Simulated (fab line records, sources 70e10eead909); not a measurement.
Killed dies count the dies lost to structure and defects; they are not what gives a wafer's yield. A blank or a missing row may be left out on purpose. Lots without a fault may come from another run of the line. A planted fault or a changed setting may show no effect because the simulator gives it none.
The tool behind it: which one? + flow nand_harc + 18 wafers from 6 lots sampled at 5 of the route's 1302 steps

WHAT EACH GAUGE READ, for each wafer
NHARC_END_SORT_01.
lot + measured + on + killed_at_array

WHAT TOOL EACH LOT RAN ON (gives the tool, then ch and the chambers of the sampled wafers, and finally the start)
| lot  | NHARC_A_CONTACT_ETCH_119             | NHARC_THIN_TSV_ETCHBACK_48         | NHARC_THIN_TSV_DEGAS_49      | NHARC_THIN_TSV_ETCH_59            |
|------|--------------------------------------|------------------------------------|------------------------------|-----------------------------------|
| L264 | har_cap_etch-03 ch 0,1, day 22 01:41 | rie_diel-08 ch 0,2,3, day 24 18:16 | pvd_sputter-02, day 24 18:48 | rie_metal-03 ch 0,1, day 24 22:10 |
| L269 | har_cap_etch-03 ch 1, day 23 06:32   | rie_diel-11 ch 0,1,3, day 25 14:44 | pvd_sputter-02, day 25 15:17 | rie_metal-01 ch 1, day 25 18:44   |
| L270 | har_cap_etch-02 ch 0,1, day 24 07:55 | rie_diel-05 ch 0,1,2, day 26 10:53 | pvd_sputter-02, day 26 11:25 | rie_metal-02 ch 0,1, day 26 15:07 |
| L276 | har_cap_etch-03 ch 0,1, day 26 18:12 | rie_diel-08 ch 0,1,2, day 29 07:17 | pvd_sputter-02, day 29 07:49 | rie_metal-01 ch 0,1, day 29 11:15 |
| L283 | har_cap_etch-02 ch 0,1, day 30 18:22 | rie_diel-11 ch 0,2,3, day 33 00:53 | pvd_sputter-02, day 33 01:36 | rie_metal-01 ch 0,1, day 33 05:01 |
| L286 | har_cap_etch-02 ch 0,1, day 31 10:26 | rie_diel-05 ch 1,2, day 33 23:27   | pvd_sputter-01, day 34 00:02 | rie_metal-02 ch 0,1, day 34 03:25 |
- NHARC_A_CONTACT_ETCH_119: etches the open film in C4F8/O2/Ar, time 190 s, target depth 1850 nm.
- NHARC_THIN_TSV_ETCHBACK_48: etches the open film in C4F8/Ar, target depth 1028.5 nm, time 405.17 s.
- NHARC_THIN_TSV_DEGAS_49: time 120 s.
- NHARC_THIN_TSV_ETCH_59: etches the open film in Cl2/BCl3, target depth 880 nm, time 138.1 s.

THE ANSWER, worked out from the rows above alone
Rule: usual is defined by the lots themselves. The widest of any qualifying gaps counts: lots, ordered by their means at a reading, are off when they make up no more than a third of the lots, leave a main group of 4 or more, and stand apart from it by 3 or more times the standard deviation of that group's means. If all means in a main group match to the digits the tables above print for the reading, that group is not used. Also off: a lot with no number at a reading for which 4 or more lots have one. The other lots that the step has rows for count as sound.
No lot is off at any reading shown: from this, nothing can be told.

WHAT HAD BEEN PUT IN BY THE SIMULATOR
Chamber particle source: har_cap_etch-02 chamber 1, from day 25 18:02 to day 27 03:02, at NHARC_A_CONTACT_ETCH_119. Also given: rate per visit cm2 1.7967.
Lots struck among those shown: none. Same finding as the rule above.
